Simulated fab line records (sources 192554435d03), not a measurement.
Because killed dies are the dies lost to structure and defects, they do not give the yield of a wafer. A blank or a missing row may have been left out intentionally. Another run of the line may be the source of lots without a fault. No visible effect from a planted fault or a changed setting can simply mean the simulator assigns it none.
Which tool is to blame?	flow n5_finfet	72 wafers from 24 lots sampled at 6 of the route's 1938 steps

== WHAT THE GAUGES SHOWED, per wafer ==
N5_BEOL_M2_RS_MEAS_58: a four-point-probe measurement. Usual: M2_RS typically reads 0.66 ohm/sq, with standard deviation 0.041.
lot	measured	on	M2_RS (ohm/sq)	flag
L074	day 7 01:10	film_metro-02	0.63 0.69 0.64	
L075	day 7 03:12	film_metro-01	0.63 0.69 0.63	
L077	day 7 12:00	film_metro-02	0.68 0.64 0.68	
L076	day 7 13:22	film_metro-01	0.63 0.63 0.68	
L078	day 7 21:56	film_metro-02	0.72 0.68 0.63	
L079	day 8 22:44	film_metro-02	0.74 0.73 0.72	
L080	day 9 08:50	film_metro-02	0.66 0.67 0.68	
L082	day 9 11:22	film_metro-01	0.68 0.62 0.65	
L081	day 9 12:37	film_metro-02	0.65 0.70 0.68	
L083	day 9 16:25	film_metro-01	0.69 0.73 0.65	
L084	day 9 22:05	film_metro-02	0.65 0.67 0.67	
L086	day 10 04:04	film_metro-02	0.60 0.61 0.58	
L085	day 10 05:54	film_metro-02	0.68 0.71 0.66	
L088	day 10 16:43	film_metro-01	0.62 0.60 0.59	
L087	day 10 19:10	film_metro-02	0.63 0.70 0.59	
L089	day 10 21:54	film_metro-02	0.71 0.68 0.69	
L090	day 11 04:28	film_metro-02	0.68 0.69 0.67	
L091	day 11 06:17	film_metro-01	0.66 0.58 0.65	
L092	day 11 12:17	film_metro-01	0.64 0.62 0.62	
L093	day 12 01:55	film_metro-02	0.63 0.66 0.60	
L094	day 12 14:35	film_metro-01	0.68 0.64 0.64	
L095	day 12 22:46	film_metro-02	0.61 0.69 0.59	
L097	day 13 04:19	film_metro-01	0.75 0.74 0.67	
L096	day 13 04:57	film_metro-01	0.72 0.66 0.70	

== WHAT TOOL EACH LOT RAN ON (gives the tool, then ch and the chambers of the sampled wafers, and finally the start) ==
lot	N5_BEOL_M2_ETCH_69	N5_BEOL_M2_ETCH_41	N5_BEOL_M2_PRE_CLEAN_45	N5_BEOL_M2_SURFACE_TREAT_85	N5_BEOL_M2_ANNEAL_80
L074	rie_diel-01 ch 0,2,3, day 6 17:29	rie_diel-04 ch 0,2,3, day 6 21:51 or earlier	pvd_sputter-02, day 6 21:51	pvd_sputter-01, day 6 22:08	pvd_sputter-03, day 6 22:40
L075	rie_diel-01 ch 0,1,3, day 6 21:11	rie_diel-06 ch 0,1,3, day 6 22:20 or earlier	pvd_sputter-03, day 6 22:20	pvd_sputter-02, day 6 22:40	pvd_sputter-03, day 7 00:31
L077	rie_diel-01 ch 1,2, day 7 05:46	rie_diel-01 ch 0,3, day 7 08:14 or earlier	pvd_sputter-01, day 7 08:14	pvd_sputter-03, day 7 08:38	pvd_sputter-03, day 7 09:25
L076	rie_diel-04 ch 0,2,3, day 7 05:53	rie_diel-01 ch 0,1, day 7 09:38 or earlier	pvd_sputter-02, day 7 09:38	pvd_sputter-02, day 7 10:12	pvd_sputter-02, day 7 10:52
L078	rie_diel-06 ch 0,2,3, day 7 15:43	rie_diel-04 ch 1,2,3, day 7 18:35 or earlier	pvd_sputter-01, day 7 18:35	pvd_sputter-03, day 7 18:53	pvd_sputter-03, day 7 19:25
L079	rie_diel-06 ch 0,2,3, day 8 01:03	rie_diel-04 ch 2,3, day 8 17:28 or earlier	pvd_sputter-02, day 8 17:28	pvd_sputter-02, day 8 18:04	pvd_sputter-01, day 8 20:13
L080	rie_diel-04 ch 0,1,3, day 8 09:22	rie_diel-04 ch 0,1, day 9 05:12 or earlier	pvd_sputter-01, day 9 05:12	pvd_sputter-01, day 9 05:35	pvd_sputter-01, day 9 06:14
L082	rie_diel-04 ch 0,2, day 8 23:04	rie_diel-06 ch 1,2,3, day 9 07:49 or earlier	pvd_sputter-01, day 9 07:49	pvd_sputter-01, day 9 08:07	pvd_sputter-02, day 9 08:50
L081	rie_diel-04 ch 0,2, day 9 03:35	rie_diel-01 ch 0,2,3, day 9 08:44 or earlier	pvd_sputter-01, day 9 08:44	pvd_sputter-01, day 9 09:22	pvd_sputter-01, day 9 10:01
L083	rie_diel-04 ch 0,2,3, day 9 09:32	rie_diel-04 ch 0,3, day 9 12:59 or earlier	pvd_sputter-02, day 9 12:59	pvd_sputter-02, day 9 13:19	pvd_sputter-02, day 9 13:51
L084	rie_diel-04 ch 0,2,3, day 9 09:47	rie_diel-04 ch 0,3, day 9 18:16 or earlier	pvd_sputter-03, day 9 18:16	pvd_sputter-03, day 9 18:35	pvd_sputter-03, day 9 19:23
L086	rie_diel-06 ch 1,3, day 9 17:47	rie_diel-04 ch 1,3, day 10 00:36 or earlier	pvd_sputter-03, day 10 00:36	pvd_sputter-02, day 10 00:55	pvd_sputter-02, day 10 01:31
L085	rie_diel-06 ch 0,2, day 9 19:26	rie_diel-01 ch 0,2, day 10 00:41 or earlier	pvd_sputter-03, day 10 00:41	pvd_sputter-02, day 10 00:59	pvd_sputter-02, day 10 03:21
L088	rie_diel-06 ch 0,1, day 10 02:49	rie_diel-06 ch 1,2,3, day 10 11:32 or earlier	pvd_sputter-01, day 10 11:32	pvd_sputter-01, day 10 11:56	pvd_sputter-01, day 10 14:11
L087	rie_diel-01 ch 0,2, day 10 06:40	rie_diel-04 ch 1,2,3, day 10 15:46 or earlier	pvd_sputter-03, day 10 15:46	pvd_sputter-01, day 10 16:04	pvd_sputter-02, day 10 16:37
L089	rie_diel-01 ch 0,2,3, day 10 09:50	rie_diel-04 ch 0,2, day 10 18:28 or earlier	pvd_sputter-02, day 10 18:28	pvd_sputter-01, day 10 18:47	pvd_sputter-01, day 10 19:19
L090	rie_diel-06 ch 0,1,2, day 10 12:23	rie_diel-04 ch 2,3, day 10 23:53 or earlier	pvd_sputter-03, day 10 23:53	pvd_sputter-02, day 11 00:32	pvd_sputter-01, day 11 01:57
L091	rie_diel-01 ch 0,2, day 10 16:20	rie_diel-06 ch 0,1,2, day 11 00:04 or earlier	pvd_sputter-02, day 11 00:04	pvd_sputter-01, day 11 01:37	pvd_sputter-01, day 11 03:47
L092	rie_diel-04 ch 0,3, day 10 20:49	rie_diel-01 ch 0,3, day 11 08:53 or earlier	pvd_sputter-01, day 11 08:53	pvd_sputter-01, day 11 09:11	pvd_sputter-01, day 11 09:46
L093	rie_diel-01 ch 0,1, day 11 18:34	rie_diel-01 ch 0,1, day 11 22:04 or earlier	pvd_sputter-03, day 11 22:04	pvd_sputter-02, day 11 22:32	pvd_sputter-01, day 11 23:07
L094	rie_diel-06 ch 0,2, day 12 05:52	rie_diel-06 ch 0,3, day 12 10:58 or earlier	pvd_sputter-01, day 12 10:58	pvd_sputter-02, day 12 11:18	pvd_sputter-01, day 12 12:02
L095	rie_diel-01 ch 0,2,3, day 12 11:56	rie_diel-04 ch 1,2,3, day 12 17:23 or earlier	pvd_sputter-01, day 12 17:23	pvd_sputter-01, day 12 17:49	pvd_sputter-01, day 12 20:10
L097	rie_diel-01 ch 1,2,3, day 12 13:53	rie_diel-04 ch 0,2,3, day 13 00:54 or earlier	pvd_sputter-01, day 13 00:54	pvd_sputter-02, day 13 01:13	pvd_sputter-01, day 13 01:47
L096	rie_diel-04 ch 0,3, day 12 18:46	rie_diel-06 ch 1,2,3, day 13 01:01 or earlier	pvd_sputter-03, day 13 01:01	pvd_sputter-03, day 13 01:32	pvd_sputter-02, day 13 02:09
- N5_BEOL_M2_ETCH_69: etches SiARC in CF4, target depth 15.6 nm, time 26 s.
- N5_BEOL_M2_ETCH_41: etches SiCN in CH3F/O2, target depth 29.9 nm, time 52.5 s.
- N5_BEOL_M2_PRE_CLEAN_45: time 30 s.
- N5_BEOL_M2_SURFACE_TREAT_85
- N5_BEOL_M2_ANNEAL_80: time 240 s.

== WHAT THE TOOLS THEMSELVES READ (means of the sampled wafers that have a number; where no wafer has one, the mark that the record gives instead) ==
N5_BEOL_M2_ETCH_69. Usual: bias_w 36.01 W, standard deviation 0.095; cf4_flow_sccm 99.9 sccm, standard deviation 0.31; drypump_motor_current_A 5.6 A, standard deviation 0.42; etch_rf_on_time_s 25.8 s, standard deviation 0.78; oes_product_au 0.69 a.u., standard deviation 0.072; rf_vpp_V 184.0 V, standard deviation 1.2; showerhead_plenum_p_Torr 2.14 Torr, standard deviation 0.065; throttle_valve_pct 15.52 %, standard deviation 0.16.
lot	tool	bias_w (W)	cf4_flow_sccm (sccm)	drypump_motor_current_A (A)	etch_rf_on_time_s (s)	oes_product_au (a.u.)	rf_vpp_V (V)	showerhead_plenum_p_Torr (Torr)	throttle_valve_pct (%)	flag
L074	rie_diel-01	35.99	100.1	5.7	25.7	0.70	183.4	2.15	15.50	
L075	rie_diel-01	36.02	100.0	5.5	25.6	0.64	183.9	2.15	15.71	
L077	rie_diel-01	36.11	100.0	5.5	25.2	0.72	183.3	2.09	15.54	
L076	rie_diel-04	36.00	99.9	5.7	26.5	0.67	183.7	2.10	15.47	
L078	rie_diel-06	35.92	100.1	5.4	25.0	0.71	184.2	2.17	15.49	
L079	rie_diel-06	35.99	100.0	5.4	25.5	0.70	183.9	2.16	15.51	
L080	rie_diel-04	36.02	99.9	5.6	26.1	0.64	183.3	2.11	15.64	
L082	rie_diel-04	36.02	99.8	6.0	26.6	0.63	183.3	2.11	15.46	
L081	rie_diel-04	36.02	100.2	6.0	26.5	0.65	184.7	2.10	15.44	
L083	rie_diel-04	35.95	99.9	5.7	26.3	0.66	182.5	2.09	15.51	
L084	rie_diel-04	36.08	99.8	5.7	26.6	0.65	183.0	2.09	15.51	
L086	rie_diel-06	36.04	99.7	5.4	25.9	0.73	184.8	2.14	15.54	
L085	rie_diel-06	36.04	99.9	5.4	25.2	0.65	184.6	2.20	15.50	
L088	rie_diel-06	36.00	100.1	5.6	25.7	0.65	185.3	2.22	15.48	
L087	rie_diel-01	36.03	99.7	5.5	26.0	0.71	184.5	2.13	15.44	
L089	rie_diel-01	36.02	99.9	5.6	25.7	0.77	184.7	2.14	15.37	
L090	rie_diel-06	35.99	99.8	5.8	24.9	0.70	185.1	2.21	15.48	
L091	rie_diel-01	35.94	99.8	5.5	26.1	0.70	183.7	2.13	15.45	
L092	rie_diel-04	36.01	100.2	5.4	25.9	0.69	183.8	2.06	15.57	
L093	rie_diel-01	35.99	99.9	5.3	25.6	0.77	183.6	2.14	15.50	
L094	rie_diel-06	36.01	100.1	5.4	25.4	0.63	185.1	2.19	15.54	
L095	rie_diel-01	36.19	99.8	5.6	25.6	0.72	184.8	2.13	15.41	
L097	rie_diel-01	35.90	100.3	5.7	25.7	0.76	183.7	2.08	15.38	
L096	rie_diel-04	36.02	100.2	5.4	26.3	0.66	182.7	2.06	15.60	

N5_BEOL_M2_ETCH_41. Usual: CH3F_flow_sccm 30.00 sccm, standard deviation 0.096; bias_w 74.98 W, standard deviation 0.21; drypump_motor_current_A 5.7 A, standard deviation 0.41; oes_product_au 0.80 a.u., standard deviation 0.084; rf_vpp_V 297.2 V, standard deviation 1.6; showerhead_plenum_p_Torr 2.00 Torr, standard deviation 0.062; throttle_valve_pct 16.23 %, standard deviation 0.18.
lot	tool	CH3F_flow_sccm (sccm)	bias_w (W)	drypump_motor_current_A (A)	oes_product_au (a.u.)	rf_vpp_V (V)	showerhead_plenum_p_Torr (Torr)	throttle_valve_pct (%)	flag
L074	rie_diel-04	30.00	74.90	5.7	0.78	295.6	1.96	16.17	
L075	rie_diel-06	30.02	75.18	5.5	0.84	298.3	2.05	16.15	
L077	rie_diel-01	30.02	75.07	5.5	0.80	299.4	2.05	16.21	
L076	rie_diel-01	29.89	75.24	5.2	0.81	298.4	2.05	16.32	
L078	rie_diel-04	30.02	75.18	5.6	0.74	296.9	2.00	16.36	
L079	rie_diel-04	30.05	74.95	5.4	0.79	296.4	1.95	16.30	
L080	rie_diel-04	30.05	75.18	5.8	0.71	297.2	2.02	16.51	
L082	rie_diel-06	29.98	74.82	5.7	0.87	297.4	2.03	16.18	
L081	rie_diel-01	30.00	75.05	5.7	0.79	297.4	1.99	16.21	
L083	rie_diel-04	29.95	74.87	5.7	0.79	295.7	1.94	16.24	
L084	rie_diel-04	29.92	74.97	5.4	0.81	295.9	1.94	16.33	
L086	rie_diel-04	30.04	75.27	5.6	0.91	296.9	2.02	16.28	
L085	rie_diel-01	29.95	74.76	5.3	0.82	298.3	2.04	16.18	
L088	rie_diel-06	29.91	74.83	5.7	0.86	298.3	2.02	16.19	
L087	rie_diel-04	29.94	74.90	5.7	0.82	297.6	1.99	16.24	
L089	rie_diel-04	29.95	74.97	6.0	0.71	297.0	1.96	16.12	
L090	rie_diel-04	30.07	74.94	5.4	0.76	295.9	1.95	16.32	
L091	rie_diel-06	30.09	74.84	5.8	0.80	299.0	2.06	16.18	
L092	rie_diel-01	30.00	74.99	5.8	0.91	297.3	1.99	15.93	
L093	rie_diel-01	30.01	74.99	5.3	0.90	296.9	2.00	16.21	
L094	rie_diel-06	29.97	75.03	5.1	0.78	296.2	1.98	16.30	
L095	rie_diel-04	30.02	74.97	5.7	0.79	297.5	1.98	16.28	
L097	rie_diel-04	30.09	75.08	5.7	0.74	296.3	1.94	16.27	
L096	rie_diel-06	30.06	74.95	5.7	0.83	298.2	2.02	16.23	

N5_BEOL_M2_PRE_CLEAN_45. Usual: heater_power_w at 331 W, with a standard deviation of 25.
lot	tool	heater_power_w (W)	flag
L074	pvd_sputter-02	324	
L075	pvd_sputter-03	338	
L077	pvd_sputter-01	320	
L076	pvd_sputter-02	340	
L078	pvd_sputter-01	328	
L079	pvd_sputter-02	331	
L080	pvd_sputter-01	353	
L082	pvd_sputter-01	338	
L081	pvd_sputter-01	314	
L083	pvd_sputter-02	328	
L084	pvd_sputter-03	309	
L086	pvd_sputter-03	335	
L085	pvd_sputter-03	341	
L088	pvd_sputter-01	310	
L087	pvd_sputter-03	338	
L089	pvd_sputter-02	324	
L090	pvd_sputter-03	342	
L091	pvd_sputter-02	328	
L092	pvd_sputter-01	338	
L093	pvd_sputter-03	326	
L094	pvd_sputter-01	343	
L095	pvd_sputter-01	319	
L097	pvd_sputter-01	336	
L096	pvd_sputter-03	322	

N5_BEOL_M2_ANNEAL_80. Usual: heater_power_w at 826 W, with a standard deviation of 62.
lot	tool	heater_power_w (W)	flag
L074	pvd_sputter-03	854	
L075	pvd_sputter-03	829	
L077	pvd_sputter-03	820	
L076	pvd_sputter-02	833	
L078	pvd_sputter-03	828	
L079	pvd_sputter-01	795	
L080	pvd_sputter-01	784	
L082	pvd_sputter-02	828	
L081	pvd_sputter-01	850	
L083	pvd_sputter-02	814	
L084	pvd_sputter-03	854	
L086	pvd_sputter-02	846	
L085	pvd_sputter-02	843	
L088	pvd_sputter-01	830	
L087	pvd_sputter-02	805	
L089	pvd_sputter-01	868	
L090	pvd_sputter-01	881	
L091	pvd_sputter-01	803	
L092	pvd_sputter-01	828	
L093	pvd_sputter-01	848	
L094	pvd_sputter-01	819	
L095	pvd_sputter-01	796	
L097	pvd_sputter-01	778	
L096	pvd_sputter-02	818	

== THE ANSWER, worked out from the rows above alone ==
Rule: take the mean of a lot's wafers that have a number; if it is more than 3 standard deviations from the usual mean, the lot is off. A lot without any number at a reading at which 4 lots or more have one is off too. The other lots that the step has rows for count as sound. After the gauges, taken in route order, come the tools' own readings; for these a lot's mean is taken, as printed above. The first step at which some lot is off is used, and at that step the reading that is off furthest; a lot without a number counts as furthest.
No lot is off at any reading shown: from this, nothing can be told.

== WHAT THE SIMULATOR HAD PUT IN ==
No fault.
